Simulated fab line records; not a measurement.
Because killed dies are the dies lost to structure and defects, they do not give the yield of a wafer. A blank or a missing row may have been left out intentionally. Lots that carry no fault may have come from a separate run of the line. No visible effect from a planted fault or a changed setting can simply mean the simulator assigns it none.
Chamber matching | flow nand harc | ald metal-02 running NHARC_A_WL_FILL_ALD_02: 4 sister chambers
The step deposits TiN, target thk 2 nm, pulse time 3 s, ald cycles 100. 4 wafers are shown with their chamber, then 12 later ones without.

== EACH WAFER AND ITS CHAMBER ==
wafer  | chamber | heater power w (W)
L086.6 | 3       | 908
L090.2 | 0       | 1106
L090.5 | 1       | 1232
L090.6 | 2       | 1141

== WAFERS WHOSE CHAMBER IS MISSING ==
wafer  | heater power w (W)
L092.1 | 904
L092.3 | 1161
L092.4 | 1088
L094.1 | 1150
L094.2 | 1255
L094.3 | 1171
L095.2 | 889
L095.3 | 1215
L095.6 | 1219
L096.2 | 1124
L096.3 | 1167
L096.6 | 1149

== WHICH CHAMBER EACH WENT THROUGH ==
wafer  | from the rows above          | in truth
L092.1 | 3                            | 3
L092.3 | can't be placed: 2 or 0      | 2
L092.4 | can't be placed: 0 or 2      | 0
L094.1 | can't be placed: 2 or 0      | 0
L094.2 | 1                            | 1
L094.3 | can't be placed: 2 or 1 or 0 | 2
L095.2 | 3                            | 3
L095.3 | 1                            | 1
L095.6 | 1                            | 1
L096.2 | can't be placed: 2 or 0      | 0
L096.3 | can't be placed: 2 or 0      | 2
L096.6 | can't be placed: 2 or 0      | 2
5 of 12 placed correctly. Cannot be placed on the basis of these rows: 7; the candidates contain the true chamber in 7. 0 placed wrongly.
How it was worked out, from the rows above alone: a wafer's distance from a chamber is the root of the sum, over the readings, of the square of ((its reading less the chamber's mean) divided by the reading's scatter). If the next closest chamber is less than 2 further off than the closest, the wafer can't be placed; otherwise it belongs to the closest. The mean given for a chamber averages the wafers shown for that chamber. The scatter: root of mean squared gap, hidden wafer to nearest shown wafer, with one shown wafer a chamber.
